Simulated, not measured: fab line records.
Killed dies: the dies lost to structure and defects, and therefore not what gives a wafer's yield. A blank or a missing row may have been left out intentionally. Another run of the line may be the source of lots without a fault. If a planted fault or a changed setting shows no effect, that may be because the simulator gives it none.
Which tool did it? ; flow n5Finfet ; 28 wafers from 10 lots sampled at 6 of the route's 1938 steps

## WHAT THE GAUGES READ, wafer by wafer
N5_BEOL_M4_RC_MEAS_101.
lot;measured;on;DIBL_N (mV/V)
L193;day 7 15:56;prober-01;40.9 39.8 36.5
L195;day 8 23:30;prober-01;36.3 35.8 38.5
L197;day 9 10:52;prober-02;33.9 37.5 35.4
L202;day 11 02:52;prober-01;36.3 39.2
L203;day 11 04:19;prober-02;36.3 34.5
L207;day 11 10:08;prober-02;35.4 36.7 34.1
L210;day 12 16:12;prober-02;35.5 34.0 36.1
L213;day 12 22:59;prober-02;36.0 33.0 37.4
L215;day 14 07:43;prober-02;37.5 37.7 36.6
L216;day 14 06:26;prober-01;37.2 37.9 39.3

## EACH LOT AND THE TOOL THAT RAN IT (in order: tool; ch and the chambers of the sampled wafers; start)
lot;N5_BEOL_M2_PECVD_72;N5_BEOL_M2_ANNEAL_87;N5_BEOL_M2_ANNEAL_51;N5_BEOL_M2_CMP_52;N5_BEOL_M2_PRE_CLEAN_60
L193;pecvd-03 ch 0,2, day 6 11:16;pvdSputter-02, day 6 16:27;rtpAnneal-02 ch 0, day 6 17:43;cmp-01 ch 0,1,2, day 6 17:58;cvdCo-01 ch 0,2, day 6 18:17
L195;pecvd-04 ch 0,1,2, day 7 01:30;pvdSputter-02, day 7 12:50;rtpAnneal-01 ch 0, day 7 14:09;cmp-01 ch 0,1,3, day 7 14:26;cvdCo-01 ch 0,2, day 7 14:41
L197;pecvd-03 ch 0,2, day 7 09:40;pvdSputter-01, day 8 09:43;rtpAnneal-01 ch 0, day 8 10:56;cmp-02 ch 0,1,3, day 8 11:32;cvdCo-02 ch 0,1,2, day 8 11:50
L202;pecvd-04 ch 0,2, day 9 02:49;pvdSputter-01, day 9 16:25;rtpAnneal-01 ch 0, day 9 17:47;cmp-03 ch 1,3, day 9 18:03;cvdCo-02 ch 0,2, day 9 18:17
L203;pecvd-04 ch 0,2, day 9 04:49;pvdSputter-03, day 9 17:17;rtpAnneal-01 ch 0, day 9 18:35;cmp-02 ch 0,2, day 9 18:48;cvdCo-01 ch 0, day 9 19:08
L207;pecvd-04 ch 0,1, day 9 19:46;pvdSputter-02, day 10 02:39;rtpAnneal-01 ch 0, day 10 03:55;cmp-03 ch 0,2,3, day 10 04:14;cvdCo-01 ch 0,1, day 10 04:33
L210;pecvd-03 ch 0,2, day 10 23:54;pvdSputter-01, day 11 09:47;rtpAnneal-02 ch 0, day 11 11:05;cmp-03 ch 0,3, day 11 11:18;cvdCo-01 ch 0,1, day 11 11:38
L213;pecvd-02 ch 1,2, day 11 16:18;pvdSputter-03, day 12 01:35;rtpAnneal-02 ch 0, day 12 02:49;cmp-03 ch 0,3, day 12 03:06;cvdCo-01 ch 1,2, day 12 03:26
L215;pecvd-04 ch 0,1, day 12 07:51;pvdSputter-03, day 12 15:22;rtpAnneal-01 ch 0, day 12 16:35;cmp-02 ch 0,2, day 12 16:53;cvdCo-02 ch 0,1,2, day 12 17:13
L216;pecvd-04 ch 0,2, day 12 08:07;pvdSputter-03, day 12 17:36;rtpAnneal-02 ch 0, day 12 18:52;cmp-01 ch 0,1,2, day 12 19:09;cvdCo-02 ch 0,1,2, day 12 19:26
- N5_BEOL_M2_PECVD_72: deposits SiO2 from TEOS/O2, target thk 16 nm, time 18 s.
- N5_BEOL_M2_ANNEAL_87: time 240 s.
- N5_BEOL_M2_ANNEAL_51: time 90 s.
- N5_BEOL_M2_CMP_52: polishes, stops on SiOC, t overpolish 6.8 s, target thk 40 nm.
- N5_BEOL_M2_PRE_CLEAN_60: time 15 s.

## THE ANSWER, worked out from the rows above alone
Rule: the usual values come from the lots themselves. Put in order of their means at a reading, lots are off if they are a third of the lots or fewer, leave a main group of 4 or more, and stand apart from it by a gap of 3 or more times the standard deviation of the main group's means; of several such gaps the widest counts. If all means in a main group match to the digits the tables above print for the reading, that group is not used. A lot without any number at a reading at which 4 lots or more have one is off too. All remaining lots with rows at the step are treated as sound.
No lot is off at any reading shown: from this, nothing can be told.

## WHAT HAD BEEN PUT IN BY THE SIMULATOR
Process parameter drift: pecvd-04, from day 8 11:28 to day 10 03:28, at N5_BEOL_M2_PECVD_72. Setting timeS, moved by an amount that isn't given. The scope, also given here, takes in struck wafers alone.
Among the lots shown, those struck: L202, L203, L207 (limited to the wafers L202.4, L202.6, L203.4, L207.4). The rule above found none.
